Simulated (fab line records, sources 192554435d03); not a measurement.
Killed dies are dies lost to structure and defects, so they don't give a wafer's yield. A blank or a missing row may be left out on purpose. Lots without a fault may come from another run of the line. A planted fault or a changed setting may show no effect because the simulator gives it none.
fab line records | flow n5_finfet
record lots=9 wafers=25 last_day=17
route steps=1938 shown BEOL_M4@1111 BEOL_M10@1484 PASSIVATION@1936
lots that met no fault: from a run of the same line without faults
start_h: hours from the record's first day to the start of the lot's first wafer shown | wait_h: hours since the lot's step before | " the same as in the row above | L1.1+2: a row that stands for several wafers | - no value, or no start given | * or withheld: withheld | < > ~ a bound
route shown NAME@n: a module of which the file shows steps, and the number in the route of the first | usual: mean/standard deviation of fault-free wafers | same: alike in all rows | chamber/n: place in a boat | sites: the reading at each site | _std_site: their standard deviation | _edge_site: outer sites' mean less inner sites' | radius_mm: how far each site lies from the wafer's centre | mask NAME#n: copy n | behind: the tool/chamber that last shaped the wafer | hold: why the lot was held/for how many hours/how that ended | device: the transistor (n, p or np) that didn't switch | end of line: the same wafers' tests at the end of the route | a step without rows: its recipe alone | killed: dies lost to structure and defects at the first sort, not the wafer's yield | map: a wafer's dies, x killed, . not, _ none there
set.NAME: the setting as run; set.NAME@STEP: as run at that earlier step | model.NAME: the simulator's own value behind a step, which no gauge read
steps of the route over a sample of lots; a table a step, a row a wafer
services: from which hour (start_h, from the record's first day; less than 0 if before it) a tool's chamber was out of use, for how many hours, and why
## steps
# step N5_BEOL_M4_RC_MEAS_101
# usual DIBL_N=36.0/1.9 DIBL_P=35.6/2.4 IOFF_N=0.16/0.036 IOFF_P=0.21/0.04 ION_N=673/14 ION_P=460/8.9 SS_N=71.5/0.67 SS_P=73.2/0.73 VT_N=249/3.6 VT_P=-250/3.7
# columns lot.wafer tool chamber start_h wait_h DIBL_N[mV/V] DIBL_P[mV/V] IOFF_N[nA/um] IOFF_P[nA/um] ION_N[uA/um] ION_P[uA/um] SS_N[mV/dec] SS_P[mV/dec] VT_N[mV] VT_P[mV]
L158.3 prober-02 0 189.14 0.3 34.4 32.6 0.13 0.18 668 460 70.8 73.0 253 -249
L158.6 " 0 " " 36.4 34.7 0.14 0.20 657 455 71.3 73.0 256 -248
L160.1 prober-01 0 190.21 0.0 36.7 37.2 0.18 0.23 685 469 72.5 73.4 247 -248
L160.2 " 0 " " 34.4 34.3 0.12 0.18 660 457 71.1 73.0 254 -251
L160.6 " 0 " " 37.0 37.5 0.17 0.22 673 463 71.6 73.6 247 -247
L161.1 prober-02 0 193.39 0.0 35.1 35.5 0.14 0.20 668 462 71.4 72.8 251 -249
L161.3 " 0 " " 36.6 37.3 0.16 0.23 659 465 71.3 73.2 249 -249
L161.4 " 0 " " 37.1 38.3 0.18 0.25 678 467 71.1 73.4 248 -246
L162.1 prober-02 0 200.89 0.0 36.5 36.3 0.15 0.19 666 454 71.7 73.6 250 -254
L162.3 " 0 " " 34.1 33.6 0.12 0.15 657 452 70.9 72.8 256 -255
L162.6 " 0 " " 36.1 36.6 0.15 0.20 663 454 72.0 73.5 250 -251
L172.2 prober-02 0 266.33 0.2 35.5 37.5 0.16 0.23 687 473 71.1 72.7 245 -248
L172.6 " 0 " " 37.0 38.7 0.18 0.23 684 469 71.7 73.9 246 -248
L174.2 prober-02 0 276.21 0.2 34.6 35.0 0.15 0.19 677 467 71.4 73.3 249 -251
L174.3 " 0 " " 33.1 32.2 0.11 0.15 664 461 70.9 72.4 254 -255
L174.4 " 0 " " 36.2 36.5 0.16 0.21 672 468 71.1 73.8 249 -249
L176.2 prober-01 0 286.13 0.2 33.6 33.4 0.13 0.21 656 457 71.0 73.3 249 -245
L176.5 " 0 " " 33.4 34.0 0.12 0.21 667 469 70.7 72.3 253 -245
L176.6 " 0 " " 35.7 36.4 0.15 0.25 667 461 72.1 74.2 248 -247
L177.4 prober-02 0 295.78 0.5 38.9 38.7 0.20 0.23 689 460 71.7 74.6 243 -252
L177.5 " 0 " " 36.5 34.8 0.15 0.17 670 447 71.3 73.3 250 -254
L177.6 " 0 " " 37.4 36.9 0.17 0.20 668 459 72.0 73.7 247 -252
L178.2 prober-02 0 310.84 0.2 34.9 36.5 0.16 0.20 684 467 71.0 72.7 248 -249
L178.4 " 0 " " 34.4 35.7 0.15 0.19 678 459 71.3 72.7 251 -254
L178.6 " 0 " " 34.5 35.4 0.14 0.18 664 456 71.2 72.9 250 -253
# step N5_BEOL_M10_OVL_MEAS_12
# recipe points_per_wafer=44
# usual M10_OVL=0.5/0.74
# columns lot.wafer tool chamber start_h wait_h M10_OVL[nm]
L158.3 overlay-02 0 239.50 0.0 -1.3
L158.6 " 0 " " -0.6
L160.1 overlay-01 0 242.75 0.0 0.8
L160.2 " 0 " " 0.9
L160.6 " 0 " " -0.2
L161.1 overlay-02 0 242.91 0.0 1.1
L161.3 " 0 " " -0.3
L161.4 " 0 " " -0.3
L162.1 overlay-01 0 246.22 0.0 0.8
L162.3 " 0 " " 0.5
L162.6 " 0 " " 0.7
L172.2 overlay-02 0 310.40 0.0 0.6
L172.6 " 0 " " 0.1
L174.2 overlay-02 0 323.03 0.0 0.2
L174.3 " 0 " " -0.4
L174.4 " 0 " " -0.7
L176.2 overlay-01 0 334.32 0.0 1.3
L176.5 " 0 " " 0.9
L176.6 " 0 " " 1.7
L177.4 overlay-01 0 344.63 0.0 0.9
L177.5 " 0 " " 0.4
L177.6 " 0 " " -0.7
L178.2 overlay-02 0 357.17 0.0 1.5
L178.4 " 0 " " 0.7
L178.6 " 0 " " 1.2
# step N5_BEOL_M10_INSPECT_13
# recipe mode=adi inspect_instrument=brightfield
# usual raw_defect_count=407/98
# columns lot.wafer tool chamber start_h wait_h raw_defect_count
L158.3 defect_inspect-01 - 239.53 0.0 460
L158.6 " - " " 393
L160.1 defect_inspect-01 - 242.77 0.0 375
L160.2 " - " " 312
L160.6 " - " " 419
L161.1 defect_inspect-02 - 242.93 0.0 335
L161.3 " - " " 389
L161.4 " - " " 364
L162.1 defect_inspect-02 - 246.25 0.0 286
L162.3 " - " " 410
L162.6 " - " " 417
L172.2 defect_inspect-01 - 310.42 0.0 385
L172.6 " - " " 387
L174.2 defect_inspect-02 - 323.06 0.0 494
L174.3 " - " " 603
L174.4 " - " " 744
L176.2 defect_inspect-02 - 334.34 0.0 381
L176.5 " - " " 387
L176.6 " - " " 465
L177.4 defect_inspect-01 - 344.66 0.0 341
L177.5 " - " " 418
L177.6 " - " " 383
L178.2 defect_inspect-01 - 357.20 0.0 342
L178.4 " - " " 381
L178.6 " - " " 397
# step N5_BEOL_M10_ETCH_61
# recipe chemistry=CF4 target=SiARC target_depth_a=390 mask_material=CAR-ArF time_s=65 ion_energy_ev=80 pressure_mtorr=40 source_w=545 bias_w=36 Ar_flow_sccm=100 cf4_flow_sccm=100 ends=cleared
# usual bias_w=35.99/0.098 cf4_flow_sccm=100.0/0.31 drypump_motor_current_A=5.7/0.51 etch_rf_on_time_s=65.6/2 oes_product_au=0.68/0.062 rf_vpp_V=183.7/1 showerhead_plenum_p_Torr=2.11/0.044 throttle_valve_pct=15.66/0.22
# columns lot.wafer tool chamber start_h wait_h bias_w cf4_flow_sccm drypump_motor_current_A etch_rf_on_time_s oes_product_au rf_hours_counter_h rf_vpp_V showerhead_plenum_p_Torr throttle_valve_pct
L158.3 rie_diel-04 0 239.60 0.0 36.09 100.4 5.9 66.0 0.65 145 184.6 2.05 15.56
L158.6 " 2 " " 35.93 100.2 5.4 65.1 0.76 - 183.5 2.09 15.30
L160.1 rie_diel-04 3 242.84 0.0 35.93 100.2 6.0 63.1 0.76 44 182.7 2.10 15.37
L160.2 " 0 " " 36.03 100.6 5.9 66.2 0.64 146 183.0 2.05 15.57
L160.6 " 0 " " 35.96 100.5 5.9 67.1 0.64 - 183.1 2.05 15.56
L161.1 rie_diel-05 3 243.00 0.0 35.90 99.9 5.0 65.7 0.74 46 182.0 2.12 15.59
L161.3 " 2 " " 35.98 100.5 6.7 68.6 0.59 207 184.0 2.11 16.08
L161.4 " 1 " " 36.19 100.8 5.8 64.2 0.71 73 184.4 2.07 15.54
L162.1 rie_diel-01 3 246.84 0.0 35.98 99.8 5.9 66.5 0.66 120 183.5 2.17 15.85
L162.3 " 1 " " 35.99 100.0 5.7 68.7 0.57 245 182.7 2.09 16.17
L162.6 " 0 " " 36.01 99.7 6.3 65.3 0.66 - 182.9 2.17 15.81
L172.2 rie_diel-04 0 310.59 0.0 36.02 99.9 5.9 66.6 0.62 173 182.2 2.04 15.64
L172.6 " 1 " " 35.87 99.4 5.4 64.2 0.68 - 185.2 2.16 15.70
L174.2 rie_diel-05 1 323.16 0.0 36.22 99.9 5.8 66.8 0.68 98 183.3 2.07 15.59
L174.3 " 3 " " 35.77 99.4 4.9 67.1 0.71 79 183.4 2.11 15.65
L174.4 " 0 " " 35.96 100.1 5.1 63.6 0.68 116 182.4 2.09 15.57
L176.2 rie_diel-05 1 334.41 0.0 35.86 100.4 5.8 66.1 0.67 102 182.2 2.07 15.60
L176.5 " 2 " " 35.98 100.5 6.7 70.8 0.56 - 183.2 2.10 16.12
L176.6 " 0 " " 36.00 99.8 5.1 63.8 0.68 - 183.0 2.08 15.59
L177.4 rie_diel-01 1 344.72 0.0 36.03 99.6 5.7 63.4 0.78 20 183.9 2.08 15.68
L177.5 " 1 " " 35.94 99.5 5.7 63.6 0.78 - 182.8 2.08 15.69
L177.6 " 0 " " 36.04 99.6 6.3 66.5 0.62 - 183.5 2.16 15.89
L178.2 rie_diel-04 1 357.26 0.0 35.97 99.9 5.5 64.0 0.67 118 184.2 2.15 15.72
L178.4 " 3 " " 35.99 99.8 6.0 64.5 0.72 86 182.4 2.09 15.43
L178.6 " 1 " " 36.09 99.5 5.4 64.0 0.67 - 185.7 2.15 15.73
# step N5_BEOL_M10_ETCH_66
# recipe chemistry=N2/H2 target=SOC target_depth_a=1200 overetch_a=240 mask_material=SiARC temp_c=40 time_s=180 ion_energy_ev=200 pressure_mtorr=30 source_w=840 bias_w=150 n2_flow_sccm=200 h2_flow_sccm=200
# usual bias_w=150.0/0.44 chamber_pressure_mTorr=30.000/0.029 drypump_motor_current_A=5.7/0.52 oes_product_au=0.64/0.05 rf_vpp_V=522.9/1.8 showerhead_plenum_p_Torr=2.51/0.062 throttle_valve_pct=17.9/0.3
# columns lot.wafer tool chamber start_h wait_h bias_w chamber_pressure_mTorr drypump_motor_current_A oes_product_au rf_hours_counter_h rf_vpp_V showerhead_plenum_p_Torr throttle_valve_pct
L158.3 rie_diel-04 0 241.35 0.0 149.3 30.068 6.0 0.62 146 520.1 2.46 18.0
L158.6 " 0 " " 150.1 30.005 5.9 0.61 - 521.5 2.46 18.0
L161.1 rie_diel-01 2 245.12 0.0 - - - - - - - -
L161.3 " 0 " " - - - - - - - -
L161.4 " 1 " " - - - - - - - -
L160.1 rie_diel-05 1 245.67 0.0 - - - - - - - -
L160.2 " 2 " " - - - - - - - -
L160.6 " 1 " " - - - - - - - -
L162.1 rie_diel-04 0 248.18 0.0 - - - - - - - -
L162.3 " 3 " " - - - - - - - -
L162.6 " 3 " " - - - - - - - -
L172.2 rie_diel-04 3 312.90 0.0 149.7 30.017 6.0 0.69 71 521.2 2.45 17.5
L172.6 " 2 " " 149.6 29.992 5.3 0.69 - 522.6 2.50 17.8
L174.2 rie_diel-04 3 325.73 0.0 150.4 29.971 6.1 0.69 75 521.0 2.45 17.5
L174.3 " 2 " " 150.3 29.977 5.4 0.68 63 522.0 2.50 17.8
L174.4 " 1 " " 150.0 30.018 5.4 0.64 107 524.0 2.58 17.9
L176.2 rie_diel-01 0 335.41 0.0 150.1 30.029 6.3 0.60 198 524.4 2.55 18.1
L176.5 " 3 " " 149.7 29.968 6.0 0.61 - 524.5 2.53 18.0
L176.6 " 0 " " 149.3 30.000 6.3 0.59 - 522.3 2.55 18.1
L177.4 rie_diel-05 2 345.60 0.0 149.9 30.022 6.7 0.56 244 522.0 2.52 18.7
L177.5 " 0 " " 150.6 29.957 5.1 0.63 - 520.9 2.44 17.8
L177.6 " 3 " " 150.1 29.990 5.0 0.68 - 520.7 2.46 17.7
L178.2 rie_diel-01 0 358.69 0.0 149.8 29.971 6.3 0.59 207 521.7 2.55 18.1
L178.4 " 1 " " 150.1 30.042 5.8 0.72 24 521.6 2.50 18.2
L178.6 " 0 " " 149.8 30.023 6.3 0.59 - 523.8 2.55 18.1
# step N5_BEOL_M10_VIA_ETCH_34
# recipe chemistry=C4F6/O2 target=SiCOH_lowk target_depth_a=1845 mask_material=SOC taper_deg=4 time_s=69.2 ion_energy_ev=250 pressure_mtorr=30 source_w=345 bias_w=185 Ar_flow_sccm=300 C4F6_flow_sccm=10 O2_flow_sccm=10
# usual C4F6_flow_sccm=10.000/0.027 O2_flow_sccm=10.00/0.031 drypump_motor_current_A=5.7/0.52 oes_product_au=0.79/0.071 rf_vpp_V=663/22 showerhead_plenum_p_Torr=2.83/0.075 throttle_valve_pct=21.06/0.22
# columns lot.wafer tool chamber start_h wait_h C4F6_flow_sccm O2_flow_sccm drypump_motor_current_A oes_product_au rf_hours_counter_h rf_vpp_V showerhead_plenum_p_Torr throttle_valve_pct
L158.3 rie_diel-04 0 241.48 0.0 10.026 10.01 5.9 0.75 146 639 2.72 20.72
L158.6 " 0 " " 10.033 10.03 5.9 0.75 - 642 2.72 20.73
L161.1 rie_diel-01 2 245.24 0.0 10.025 10.02 5.3 0.28 157 624 2.99 21.05
L161.3 " 0 " " 10.030 9.98 6.3 0.29 160 684 2.88 20.94
L161.4 " 1 " " 9.967 10.04 5.8 0.26 244 674 2.80 21.40
L160.1 rie_diel-05 1 245.79 0.0 9.974 9.99 5.8 0.32 74 687 2.76 20.72
L160.2 " 2 " " 9.985 10.04 6.7 0.27 208 651 2.79 21.13
L160.6 " 1 " " 10.008 9.97 5.8 0.31 - 687 2.76 20.72
L162.1 rie_diel-04 0 248.30 0.0 9.983 10.04 5.9 0.29 150 641 2.71 20.58
L162.3 " 3 " " 9.964 9.94 6.0 0.33 47 685 2.78 20.53
L162.6 " 3 " " 10.007 9.96 6.0 0.33 - 685 2.78 20.51
L172.2 rie_diel-04 3 313.03 0.0 9.958 10.01 6.0 0.86 71 685 2.77 20.71
L172.6 " 2 " " 10.026 9.95 5.3 0.86 - 677 2.78 20.73
L174.2 rie_diel-04 3 325.85 0.0 10.022 10.02 6.0 0.87 75 685 2.77 20.71
L174.3 " 2 " " 10.006 9.99 5.3 0.87 63 678 2.78 20.73
L174.4 " 1 " " 10.034 9.94 5.5 0.80 107 622 2.90 21.15
L176.2 rie_diel-01 0 335.53 0.0 10.025 10.00 6.3 0.73 198 681 2.86 21.17
L176.5 " 3 " " 10.000 10.00 6.0 0.76 - 682 2.88 21.34
L176.6 " 0 " " 10.014 9.98 6.3 0.73 - 683 2.86 21.17
L177.4 rie_diel-05 2 345.72 0.0 9.978 9.99 6.7 0.66 244 650 2.77 21.33
L177.5 " 0 " " 9.984 10.01 5.1 0.80 - 665 2.78 21.09
L177.6 " 3 " " 10.006 9.96 5.0 0.84 - 662 2.80 21.01
L178.2 rie_diel-01 0 358.81 0.0 10.044 10.00 6.3 0.72 207 683 2.86 21.20
L178.4 " 1 " " 9.966 9.99 5.8 0.93 24 698 2.79 21.21
L178.6 " 0 " " 9.989 9.99 6.3 0.72 - 682 2.86 21.20
# step N5_PASSIVATION_PROBE_49
# usual defect_limited_yield=91.2/1.4 killed_at_M0_to_M3=32/9.3 killed_at_M4_up=14/4.9 killed_at_contacts=15/7.5 killed_at_front_end=40/11 killed_at_other=4/3.3 killed_dies=104/17 killed_on_rim=13/4.2 killed_open=68/14 killed_short=33/7.9 sort_bin_5_function=5.2/0.99 sort_bin_6_memory=3.2/0.65 sort_n_pass=1076/17 sort_yield_pct=91.1/1.5
# same gross_dies=1180 killed_at_back_side=0 sort_bin_4_leakage[%]=0 sort_bin_8_speed[%]=0
# columns lot.wafer tool chamber start_h wait_h defect_limited_yield[%] killed_at_M0_to_M3 killed_at_M4_up killed_at_contacts killed_at_front_end killed_at_other killed_dies killed_on_rim killed_open killed_short sort_bin_5_function[%] sort_bin_6_memory[%] sort_n_pass sort_yield_pct[%]
L161.1 prober-01 - 292.54 0.0 0 27 1081 19 53 0 1180 152 79 34 95.3 4.2 0 0
L161.3 prober-01 - 292.64 0.1 0 25 1086 9 59 1 1180 152 68 37 96.4 3.6 0 0
L161.4 prober-01 - 292.69 0.2 0 20 1061 19 76 4 1180 152 98 33 94.9 4.6 0 0
L160.1 prober-01 - 297.45 0.0 0 22 1108 18 32 0 1180 152 60 24 97.3 2.6 0 0
L160.2 prober-01 - 297.50 0.1 0 44 1054 27 55 0 1180 152 104 38 95.1 4.6 0 0
L160.6 prober-01 - 297.70 0.3 0 40 1093 9 37 1 1180 152 65 31 96.6 3.1 0 0
L162.1 prober-01 - 304.47 0.0 0 25 1115 5 30 5 1180 152 50 27 97.5 2.3 0 0
L162.3 prober-01 - 304.57 0.1 0 15 1115 8 35 7 1180 152 62 19 97.2 2.6 0 0
L162.6 prober-01 - 304.72 0.3 0 15 1136 10 15 4 1180 152 49 22 97.5 2.3 0 0
# killed by level:class
L161.1 BEOL_M10:area_etch=1062 STI_FIN_REVEAL:geometric_particle:open=16 MOL_CONTACT_COAG:geometric_particle:open=14 FIN_SAQP:geometric_particle:open=11 BEOL_M0_SAQP:geometric_particle:open=10 BEOL_M4:geometric_particle:open=8 FIN_SAQP:geometric_particle:short=6 MOL_CONTACT_COAG:geometric_particle:short=5
L161.3 BEOL_M10:area_etch=1073 FIN_SAQP:geometric_particle:short=16 FIN_SAQP:geometric_particle:open=11 BEOL_M3:geometric_particle:open=11 BEOL_M4:geometric_particle:open=9 STI_FIN_REVEAL:geometric_particle:open=8 MOL_CONTACT_COAG:geometric_particle:open=7 BEOL_M2:geometric_particle:open=6
L161.4 BEOL_M10:area_etch=1046 FIN_SAQP:geometric_particle:open=19 STI_FIN_REVEAL:geometric_particle:open=18 MOL_CONTACT_COAG:geometric_particle:open=16 BEOL_M3:geometric_particle:open=11 BEOL_M4:geometric_particle:open=7 GATE_CUT:geometric_particle:open=6 FIN_SAQP:geometric_particle:short=5
L160.1 BEOL_M10:area_etch=1094 MOL_CONTACT_COAG:geometric_particle:open=16 BEOL_M0_SAQP:geometric_particle:open=7 FIN_SAQP:geometric_particle:open=7 STI_FIN_REVEAL:geometric_particle:open=7 BEOL_M4:geometric_particle:open=7 FIN_SAQP:geometric_particle:short=5 DUMMY_GATE:geometric_particle:open=4
L160.2 BEOL_M10:area_etch=1036 MOL_CONTACT_COAG:geometric_particle:open=24 FIN_SAQP:geometric_particle:open=13 FIN_SAQP:geometric_particle:short=11 BEOL_M1:geometric_particle:open=11 BEOL_M0_SAQP:geometric_particle:open=10 STI_FIN_REVEAL:geometric_particle:open=9 BEOL_M3:geometric_particle:open=7
L160.6 BEOL_M10:area_etch=1084 FIN_SAQP:geometric_particle:open=11 BEOL_M0_SAQP:geometric_particle:open=11 BEOL_M0_SAQP:geometric_particle:short=9 MOL_CONTACT_COAG:geometric_particle:open=8 DUMMY_GATE:geometric_particle:open=7 BEOL_M3:geometric_particle:open=6 GATE_CUT:geometric_particle:open=4
L162.1 BEOL_M10:area_etch=1095 FIN_CUT:area_etch=8 BEOL_M4:geometric_particle:open=7 STI_FIN_REVEAL:geometric_particle:open=5 BEOL_M0_SAQP:geometric_particle:short=5 BEOL_M1:geometric_particle:open=5 BEOL_M2:geometric_particle:open=5 DUMMY_GATE:geometric_particle:open=4
L162.3 BEOL_M10:area_etch=1099 STI_FIN_REVEAL:geometric_particle:open=11 MOL_CONTACT_COAG:geometric_particle:open=7 BEOL_M4:geometric_particle:open=7 BEOL_M0_SAQP:geometric_particle:open=5 BEOL_M1:geometric_particle:open=5 STARTING-WAFER:geometric_particle:open=5 BEOL_M4:geometric_particle:short=4
L162.6 BEOL_M10:area_etch=1109 BEOL_M4:geometric_particle:open=16 BEOL_M5:geometric_particle:open=6 MOL_CONTACT_COAG:geometric_particle:open=5 MOL_CONTACT_COAG:geometric_particle:short=5 BEOL_M4:geometric_particle:short=5 STI_FIN_REVEAL:geometric_particle:open=4 DUMMY_GATE:geometric_particle:open=4
## services
# columns tool chamber start_h hours kind
rie_diel-05 1 230.89 5.4 repair
rie_diel-04 2 242.38 12.5 repair
rie_diel-01 1 260.23 - clean
rie_diel-01 1 260.23 - consumable_replace:esc
rie_diel-01 1 260.23 - consumable_replace:focus_ring
rie_diel-01 1 260.23 28.3 scheduled_down
rie_diel-01 1 260.23 28.3 vent_cycle
rie_diel-05 2 298.44 8.7 repair
rie_diel-01 2 319.59 4.7 repair
rie_diel-05 3 327.61 10.9 repair
rie_diel-01 - 342.20 0.2 repair
rie_diel-05 - 357.67 2.8 pm
## key
first_sign step=N5_BEOL_M10_ETCH_66 reading=tool_record direction=missing
effect step=N5_BEOL_M10_VIA_ETCH_34 reading=oes_product_au direction=down sigmas=7 usual=0.79 struck=0.30
effect step=N5_PASSIVATION_PROBE_49 reading=killed_at_M4_up direction=up sigmas=99+ usual=14 struck=1094
more_kills_born_at N5_BEOL_M10_ETCH_66@rie_diel-04=3303 N5_BEOL_M10_ETCH_66@rie_diel-05=3214 N5_BEOL_M10_ETCH_66@rie_diel-01=3181
met_at N5_BEOL_M10_ETCH_66
struck_lots L160,L161,L162
later_rows_left_out L160.1,L160.2,L160.6,L161.1,L161.3,L161.4,L162.1,L162.3,L162.6
not_acting_at N5_BEOL_M10_OVL_MEAS_12,N5_BEOL_M10_INSPECT_13,N5_BEOL_M10_ETCH_61
onset_between 241.35 245.12
fault kind=skipped_step_whole tool=rie_diel-01,rie_diel-04,rie_diel-05 chamber=- onset_h=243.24 steps=N5_BEOL_M10_ETCH_66 scope=struck_lots_only
# later_rows_left_out: the simulator's readings of these wafers behind a module that went badly wrong aren't trusted and aren't shown, but for the sort
